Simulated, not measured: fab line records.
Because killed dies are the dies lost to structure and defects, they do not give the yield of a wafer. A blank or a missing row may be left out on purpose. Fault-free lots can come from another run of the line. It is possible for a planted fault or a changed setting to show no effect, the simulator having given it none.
Split-lot trial :: flow n5Finfet :: 21 wafers read from 7 lots, route of 1938 steps

## ABOUT THE SPLIT
At N5_PASSIVATION_ETCH_54 (etches SiO2 in CHF3/O2, target depth 880 nm, time 440 s), the setting timeS was moved away from the recipe's 440 s on 11 of the 21 wafers read, by -19.1% to +18.5%. The other wafers ran this setting at the recipe's value.

The reading comes from the split's own step.

## THE READING
PASSIVATION.featureDepthNm (the simulator's own value, which no gauge read), in nm, at N5_PASSIVATION_ETCH_54 (etches SiO2 in CHF3/O2, target depth 880 nm, time 440 s). The file does not state a usual value for it. The 10 wafers here that ran the recipe average 878.4 nm, standard deviation 24 nm.

wafer: L079.4
tool, chamber at the split: rieDiel-05, 2
timeS as run, s: 440
against the recipe: recipe
PASSIVATION.featureDepthNm, nm: 855.2
against lot-mates on the recipe: -

wafer: L079.5
tool, chamber at the split: rieDiel-05, 1
timeS as run, s: 440
against the recipe: recipe
PASSIVATION.featureDepthNm, nm: 849.4
against lot-mates on the recipe: -

wafer: L079.6
tool, chamber at the split: rieDiel-05, 0
timeS as run, s: 440
against the recipe: recipe
PASSIVATION.featureDepthNm, nm: 884.4
against lot-mates on the recipe: -

wafer: L077.3
tool, chamber at the split: rieDiel-06, 2
timeS as run, s: 440
against the recipe: recipe
PASSIVATION.featureDepthNm, nm: 904.8
against lot-mates on the recipe: -

wafer: L077.5
tool, chamber at the split: rieDiel-06, 1
timeS as run, s: 386.2
against the recipe: -12.2%
PASSIVATION.featureDepthNm, nm: 784.4
against lot-mates on the recipe: -120.4

wafer: L077.6
tool, chamber at the split: rieDiel-06, 0
timeS as run, s: 386.2
against the recipe: -12.2%
PASSIVATION.featureDepthNm, nm: 750.2
against lot-mates on the recipe: -154.6

wafer: L080.4
tool, chamber at the split: rieDiel-02, 3
timeS as run, s: 440
against the recipe: recipe
PASSIVATION.featureDepthNm, nm: 895.6
against lot-mates on the recipe: -

wafer: L080.5
tool, chamber at the split: rieDiel-02, 1
timeS as run, s: 356.1
against the recipe: -19.1%
PASSIVATION.featureDepthNm, nm: 707.6
against lot-mates on the recipe: -172.9

wafer: L080.6
tool, chamber at the split: rieDiel-02, 0
timeS as run, s: 440
against the recipe: recipe
PASSIVATION.featureDepthNm, nm: 865.4
against lot-mates on the recipe: -

wafer: L084.2
tool, chamber at the split: rieDiel-02, 2
timeS as run, s: 388
against the recipe: -11.8%
PASSIVATION.featureDepthNm, nm: 800.2
against lot-mates on the recipe: -58.6

wafer: L084.3
tool, chamber at the split: rieDiel-02, 1
timeS as run, s: 440
against the recipe: recipe
PASSIVATION.featureDepthNm, nm: 858.8
against lot-mates on the recipe: -

wafer: L084.6
tool, chamber at the split: rieDiel-02, 3
timeS as run, s: 388
against the recipe: -11.8%
PASSIVATION.featureDepthNm, nm: 772.4
against lot-mates on the recipe: -86.4

wafer: L085.2
tool, chamber at the split: rieDiel-02, 2
timeS as run, s: 440
against the recipe: recipe
PASSIVATION.featureDepthNm, nm: 928.4
against lot-mates on the recipe: -

wafer: L085.3
tool, chamber at the split: rieDiel-02, 0
timeS as run, s: 521.3
against the recipe: +18.5%
PASSIVATION.featureDepthNm, nm: 1021
against lot-mates on the recipe: +92.6

wafer: L085.5
tool, chamber at the split: rieDiel-02, 3
timeS as run, s: 521.3
against the recipe: +18.5%
PASSIVATION.featureDepthNm, nm: 1053
against lot-mates on the recipe: +124.6

wafer: L087.1
tool, chamber at the split: rieDiel-05, 0
timeS as run, s: 440
against the recipe: recipe
PASSIVATION.featureDepthNm, nm: 876.4
against lot-mates on the recipe: -

wafer: L087.3
tool, chamber at the split: rieDiel-05, 1
timeS as run, s: 371
against the recipe: -15.7%
PASSIVATION.featureDepthNm, nm: 708.2
against lot-mates on the recipe: -168.2

wafer: L087.6
tool, chamber at the split: rieDiel-05, 0
timeS as run, s: 371
against the recipe: -15.7%
PASSIVATION.featureDepthNm, nm: 735.6
against lot-mates on the recipe: -140.8

wafer: L097.1
tool, chamber at the split: rieDiel-02, 1
timeS as run, s: 473.2
against the recipe: +7.5%
PASSIVATION.featureDepthNm, nm: 924.6
against lot-mates on the recipe: +58.6

wafer: L097.3
tool, chamber at the split: rieDiel-02, 3
timeS as run, s: 473.2
against the recipe: +7.5%
PASSIVATION.featureDepthNm, nm: 937
against lot-mates on the recipe: +71.0

wafer: L097.5
tool, chamber at the split: rieDiel-02, 3
timeS as run, s: 440
against the recipe: recipe
PASSIVATION.featureDepthNm, nm: 866
against lot-mates on the recipe: -

THE FIT
A straight line over all 21 wafers: PASSIVATION.featureDepthNm changes by +8.78 nm for each +1% of timeS; r = +0.97; the points scatter about the line by 22 nm.
The same after taking each lot's own level away (the mean of its wafers on the recipe; 21 wafers): +7.98 nm for each +1%; r = +0.96; scatter 24 nm.
Per that fit: largest timeS move, reading shift of 1.5e+02 nm.
From 858.80 to 928.40 nm: that is the span of the lots' own levels, equal to 2.9 times the standard deviation above.
So the lot-to-lot level changes the slope little: the two slopes agree.
Check: with one of the wafers moved furthest among these (-19.1%) left out of the fit, the line predicts -158 nm for it against its lot-mates. It came out at -173 nm against them.

## OTHER SPLITS APPLIED TO THESE WAFERS
Other splits were also applied to these wafers ahead of the reading. Each is held against what the fit with the lots' levels taken away leaves over:
other split on the same wafers: N5_BEOL_M14_EXPOSE_25 doseMj
wafers away from the commonest value: 5
r with PASSIVATION.featureDepthNm (lot level and that fit taken away): +0.45

other split on the same wafers: N5_BEOL_M14_TRENCH_ETCH_34 biasW
wafers away from the commonest value: 6
r with PASSIVATION.featureDepthNm (lot level and that fit taken away): -0.08

other split on the same wafers: N5_MIM_BOT_SPUTTER_00 timeS
wafers away from the commonest value: 7
r with PASSIVATION.featureDepthNm (lot level and that fit taken away): +0.31

other split on the same wafers: N5_MIM_TOP_LITHO_EXPOSE_05 doseMj
wafers away from the commonest value: 6
r with PASSIVATION.featureDepthNm (lot level and that fit taken away): +0.19

other split on the same wafers: N5_PASSIVATION_PECVD_01 timeS
wafers away from the commonest value: 6
r with PASSIVATION.featureDepthNm (lot level and that fit taken away): -0.06

## THE WHOLE CHAIN: every reading that the file lists as answering this split, in the file's order
step: N5_PASSIVATION_ETCH_54
what it does: etches SiO2 in CHF3/O2, target depth 880 nm, time 440 s
reading: etch.depthNm (the simulator's own value, which no gauge read)
change (the file's fit): +8.29 nm for each +1% of the setting
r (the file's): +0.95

step: N5_PASSIVATION_ETCH_54
what it does: etches SiO2 in CHF3/O2, target depth 880 nm, time 440 s
reading: PASSIVATION.featureDepthNm (the simulator's own value, which no gauge read)
change (the file's fit): +8.29 nm for each +1% of the setting
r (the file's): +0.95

## THE FILE'S OWN FIT
PASSIVATION.featureDepthNm changes by +8.29 nm for each +1% of timeS, r = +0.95.
